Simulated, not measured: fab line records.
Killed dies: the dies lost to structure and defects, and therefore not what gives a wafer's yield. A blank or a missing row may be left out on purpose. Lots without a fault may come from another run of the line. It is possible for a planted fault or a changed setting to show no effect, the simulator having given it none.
Which tool was responsible? :: flow nand_harc :: Sampling: 11 lots, 33 wafers, 4 of 1302 route steps

WHAT THE GAUGES SHOWED, per wafer
NHARC_A_CHANNEL_HOLE_D2_INSPECT_40.
lot: L731
measured: day 14 13:28
on: defect_inspect-02
raw_defect_count: 206 168 167

lot: L732
measured: day 15 05:15
on: defect_inspect-01
raw_defect_count: 169 267 395

lot: L739
measured: day 18 10:16
on: defect_inspect-01
raw_defect_count: 389 297 251

lot: L740
measured: day 18 12:11
on: defect_inspect-02
raw_defect_count: 696 772 725

lot: L743
measured: day 19 14:05
on: defect_inspect-01
raw_defect_count: 596 703 853

lot: L746
measured: day 21 00:38
on: defect_inspect-01
raw_defect_count: 213 172 225

lot: L747
measured: day 21 15:23
on: defect_inspect-01
raw_defect_count: 222 212 346

lot: L748
measured: day 21 22:29
on: defect_inspect-01
raw_defect_count: 275 258 300

lot: L749
measured: day 22 06:52
on: defect_inspect-01
raw_defect_count: 235 310 236

lot: L750
measured: day 22 15:50
on: defect_inspect-02
raw_defect_count: 199 286 240

lot: L751
measured: day 23 05:18
on: defect_inspect-02
raw_defect_count: 229 228 311

WHAT TOOL EACH LOT RAN ON (gives the tool, then ch and the chambers of the sampled wafers, and finally the start)
lot: L731
NHARC_A_CHANNEL_HOLE_D2_DESCUM_15: rie_diel-07 ch 1,2,3, day 14 06:37
NHARC_A_CHANNEL_HOLE_D2_ETCH_19: har_etch-01 ch 0,1, day 14 07:47
NHARC_A_CHANNEL_HOLE_D2_ETCH_20: har_etch-01 ch 0,1, day 14 07:54

lot: L732
NHARC_A_CHANNEL_HOLE_D2_DESCUM_15: rie_diel-03 ch 1,2,3, day 14 22:25
NHARC_A_CHANNEL_HOLE_D2_ETCH_19: har_etch-01 ch 0,1, day 14 23:35
NHARC_A_CHANNEL_HOLE_D2_ETCH_20: har_etch-01 ch 0,1, day 14 23:44

lot: L739
NHARC_A_CHANNEL_HOLE_D2_DESCUM_15: rie_diel-08 ch 0,2,3, day 18 03:25
NHARC_A_CHANNEL_HOLE_D2_ETCH_19: har_etch-02 ch 0,1, day 18 04:34
NHARC_A_CHANNEL_HOLE_D2_ETCH_20: har_etch-02 ch 0,1, day 18 04:41

lot: L740
NHARC_A_CHANNEL_HOLE_D2_DESCUM_15: rie_diel-03 ch 0,3, day 18 03:34
NHARC_A_CHANNEL_HOLE_D2_ETCH_19: har_etch-01 ch 0,1, day 18 06:32
NHARC_A_CHANNEL_HOLE_D2_ETCH_20: har_etch-01 ch 0,1, day 18 06:43

lot: L743
NHARC_A_CHANNEL_HOLE_D2_DESCUM_15: rie_diel-03 ch 0,1,3, day 19 07:04
NHARC_A_CHANNEL_HOLE_D2_ETCH_19: har_etch-01 ch 0,1, day 19 08:15
NHARC_A_CHANNEL_HOLE_D2_ETCH_20: har_etch-01 ch 0,1, day 19 08:24

lot: L746
NHARC_A_CHANNEL_HOLE_D2_DESCUM_15: rie_diel-03 ch 0,1, day 20 15:08
NHARC_A_CHANNEL_HOLE_D2_ETCH_19: har_etch-02 ch 0,1, day 20 18:57
NHARC_A_CHANNEL_HOLE_D2_ETCH_20: har_etch-02 ch 0,1, day 20 19:04

lot: L747
NHARC_A_CHANNEL_HOLE_D2_DESCUM_15: rie_diel-07 ch 1,2,3, day 21 08:29
NHARC_A_CHANNEL_HOLE_D2_ETCH_19: har_etch-02 ch 0,1, day 21 09:40
NHARC_A_CHANNEL_HOLE_D2_ETCH_20: har_etch-02 ch 0,1, day 21 09:47

lot: L748
NHARC_A_CHANNEL_HOLE_D2_DESCUM_15: rie_diel-07 ch 0,2,3, day 21 15:37
NHARC_A_CHANNEL_HOLE_D2_ETCH_19: har_etch-01 ch 0,1, day 21 16:47
NHARC_A_CHANNEL_HOLE_D2_ETCH_20: har_etch-01 ch 0,1, day 21 16:53

lot: L749
NHARC_A_CHANNEL_HOLE_D2_DESCUM_15: rie_diel-08 ch 0,1,2, day 21 23:11
NHARC_A_CHANNEL_HOLE_D2_ETCH_19: har_etch-01 ch 0,1, day 22 01:07
NHARC_A_CHANNEL_HOLE_D2_ETCH_20: har_etch-01 ch 0,1, day 22 01:14

lot: L750
NHARC_A_CHANNEL_HOLE_D2_DESCUM_15: rie_diel-07 ch 1,2,3, day 22 08:58
NHARC_A_CHANNEL_HOLE_D2_ETCH_19: har_etch-01 ch 0,1, day 22 10:08
NHARC_A_CHANNEL_HOLE_D2_ETCH_20: har_etch-01 ch 0,1, day 22 10:14

lot: L751
NHARC_A_CHANNEL_HOLE_D2_DESCUM_15: rie_diel-08 ch 0,3, day 22 22:16
NHARC_A_CHANNEL_HOLE_D2_ETCH_19: har_etch-01 ch 0,1, day 22 23:35
NHARC_A_CHANNEL_HOLE_D2_ETCH_20: har_etch-01 ch 0,1, day 22 23:42
- NHARC_A_CHANNEL_HOLE_D2_DESCUM_15: chemistry O2, time 3 s.
- NHARC_A_CHANNEL_HOLE_D2_ETCH_19: etches the open film in C4F8/O2/Ar, time 34.5 s.
- NHARC_A_CHANNEL_HOLE_D2_ETCH_20: etches the open film in C4F8/O2/Ar, time 361.9 s, target depth 1600 nm.

THE ANSWER, worked out from the rows above alone
Rule: what is usual is taken from the lots themselves. The widest of any qualifying gaps counts: lots, ordered by their means at a reading, are off when they make up no more than a third of the lots, leave a main group of 4 or more, and stand apart from it by 3 or more times the standard deviation of that group's means. If all means in a main group match to the digits the tables above print for the reading, that group is not used. A lot without any number at a reading at which 4 lots or more have one is off too. Where the step has rows for the other lots, those lots are counted as sound.
Off, at NHARC_A_CHANNEL_HOLE_D2_INSPECT_40 on raw_defect_count: L740, L743. The main group: mean 252, standard deviation 38.
A tool fits if, at a process step before that reading, it ran every lot that is off, and no sound lot after the first of them. Those tools and the gauges at NHARC_A_CHANNEL_HOLE_D2_INSPECT_40 are tried in the same way. None of those tried fits.

WHAT THE SIMULATOR PUT IN
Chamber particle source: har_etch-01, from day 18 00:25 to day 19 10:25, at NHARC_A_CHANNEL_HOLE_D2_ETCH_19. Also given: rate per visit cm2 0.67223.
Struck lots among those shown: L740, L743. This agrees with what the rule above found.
